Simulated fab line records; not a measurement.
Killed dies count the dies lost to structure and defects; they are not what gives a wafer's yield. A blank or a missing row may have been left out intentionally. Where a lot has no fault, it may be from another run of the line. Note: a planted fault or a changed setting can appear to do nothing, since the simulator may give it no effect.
Split-lot trial / flow n5 finfet / 21 wafers read across 7 lots, on a route 1938 steps long

## ABOUT THE SPLIT
At N5_BEOL_M4_VIA_ETCH_34 (etches the open film in C4F6/O2, target depth 69.4 nm, time 65.9 s), the setting source w was moved away from the recipe's 350 W on 6 of the 21 wafers read, by -15.8% to +16.3%. For the rest of the wafers, this setting stayed at what the recipe calls for.

The reading comes from the split's own step.

## THE READING
rf vpp V, in V, at N5_BEOL_M4_VIA_ETCH_34 (etches the open film in C4F6/O2, target depth 69.4 nm, time 65.9 s). Typical for fault-free wafers on this fab line: 659 V, with standard deviation 9.5 V.

wafer=L075.1; tool, chamber at the split=rie diel-05, 0; source w as run, W=350; against the recipe=recipe; rf vpp V, V=665; against lot-mates on the recipe=-
wafer=L075.3; tool, chamber at the split=rie diel-05, 3; source w as run, W=350; against the recipe=recipe; rf vpp V, V=643; against lot-mates on the recipe=-
wafer=L075.4; tool, chamber at the split=rie diel-05, 1; source w as run, W=319.3; against the recipe=-8.8%; rf vpp V, V=685; against lot-mates on the recipe=+31
wafer=L079.1; tool, chamber at the split=rie diel-04, 3; source w as run, W=390.7; against the recipe=+11.6%; rf vpp V, V=630; against lot-mates on the recipe=-37
wafer=L079.3; tool, chamber at the split=rie diel-04, 1; source w as run, W=350; against the recipe=recipe; rf vpp V, V=668; against lot-mates on the recipe=-
wafer=L079.5; tool, chamber at the split=rie diel-04, 1; source w as run, W=350; against the recipe=recipe; rf vpp V, V=666; against lot-mates on the recipe=-
wafer=L081.2; tool, chamber at the split=rie diel-04, 2; source w as run, W=350; against the recipe=recipe; rf vpp V, V=651; against lot-mates on the recipe=-
wafer=L081.4; tool, chamber at the split=rie diel-04, 1; source w as run, W=350; against the recipe=recipe; rf vpp V, V=667; against lot-mates on the recipe=-
wafer=L081.6; tool, chamber at the split=rie diel-04, 2; source w as run, W=350; against the recipe=recipe; rf vpp V, V=654; against lot-mates on the recipe=-
wafer=L083.1; tool, chamber at the split=rie diel-06, 2; source w as run, W=350; against the recipe=recipe; rf vpp V, V=647; against lot-mates on the recipe=-
wafer=L083.4; tool, chamber at the split=rie diel-06, 3; source w as run, W=350; against the recipe=recipe; rf vpp V, V=664; against lot-mates on the recipe=-
wafer=L083.5; tool, chamber at the split=rie diel-06, 0; source w as run, W=329.2; against the recipe=-5.9%; rf vpp V, V=660; against lot-mates on the recipe=+4
wafer=L085.1; tool, chamber at the split=rie diel-06, 2; source w as run, W=350; against the recipe=recipe; rf vpp V, V=648; against lot-mates on the recipe=-
wafer=L085.2; tool, chamber at the split=rie diel-06, 1; source w as run, W=350; against the recipe=recipe; rf vpp V, V=682; against lot-mates on the recipe=-
wafer=L085.6; tool, chamber at the split=rie diel-06, 2; source w as run, W=350; against the recipe=recipe; rf vpp V, V=647; against lot-mates on the recipe=-
wafer=L087.1; tool, chamber at the split=rie diel-04, 3; source w as run, W=350; against the recipe=recipe; rf vpp V, V=663; against lot-mates on the recipe=-
wafer=L087.2; tool, chamber at the split=rie diel-04, 0; source w as run, W=350; against the recipe=recipe; rf vpp V, V=663; against lot-mates on the recipe=-
wafer=L087.3; tool, chamber at the split=rie diel-04, 1; source w as run, W=407; against the recipe=+16.3%; rf vpp V, V=618; against lot-mates on the recipe=-45
wafer=L097.1; tool, chamber at the split=rie diel-04, 1; source w as run, W=350; against the recipe=recipe; rf vpp V, V=665; against lot-mates on the recipe=-
wafer=L097.3; tool, chamber at the split=rie diel-04, 3; source w as run, W=294.6; against the recipe=-15.8%; rf vpp V, V=720; against lot-mates on the recipe=+55
wafer=L097.5; tool, chamber at the split=rie diel-04, 3; source w as run, W=294.6; against the recipe=-15.8%; rf vpp V, V=722; against lot-mates on the recipe=+57

THE FIT
A straight line over all 21 wafers: rf vpp V changes by -3.13 V for each +1% of source w; r = -0.90; the points scatter about the line by 11 V.
The same after taking each lot's own level away (the mean of its wafers on the recipe; 21 wafers): -3.18 V for each +1%; r = -0.93; scatter 9.3 V.
That fit puts the effect of the largest move of source w on the reading at 52 V.
Across the lots, their own levels run from 654.0 to 667.0 V, a range of 1.4 times the standard deviation given above.
So the lot-to-lot level changes the slope little: the two slopes agree.
Check: for one of the wafers moved furthest among these (+16.3%), held out of the fit, the line's prediction against its lot-mates is -55 V. It came out at -45 V against them.
Tool readings at the split's step, against how far the setting was moved: rf vpp V r = -0.90.

## FURTHER SPLITS ON THESE WAFERS
Note: prior to the reading, these wafers also went through further splits. Each is held against what the fit with the lots' levels taken away leaves over:
other split on the same wafers=N5_BEOL_M1_ALD_98 ald cycles; wafers away from the commonest value=8; r with rf vpp V (lot level and that fit taken away)=+0.06
other split on the same wafers=N5_BEOL_M2_ETCH_69 bias w; wafers away from the commonest value=6; r with rf vpp V (lot level and that fit taken away)=-0.11
other split on the same wafers=N5_BEOL_M3_TRENCH_ETCH_37 bias w; wafers away from the commonest value=8; r with rf vpp V (lot level and that fit taken away)=+0.22
other split on the same wafers=N5_BEOL_M3_ETCH_41 target depth a; wafers away from the commonest value=3; r with rf vpp V (lot level and that fit taken away)=+0.21
other split on the same wafers=N5_BEOL_M4_DESCUM_33 time s; wafers away from the commonest value=6; r with rf vpp V (lot level and that fit taken away)=-0.05

## FILE'S OWN FIT
rf vpp V changes by -3.08 V for each +1% of source w, r = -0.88.
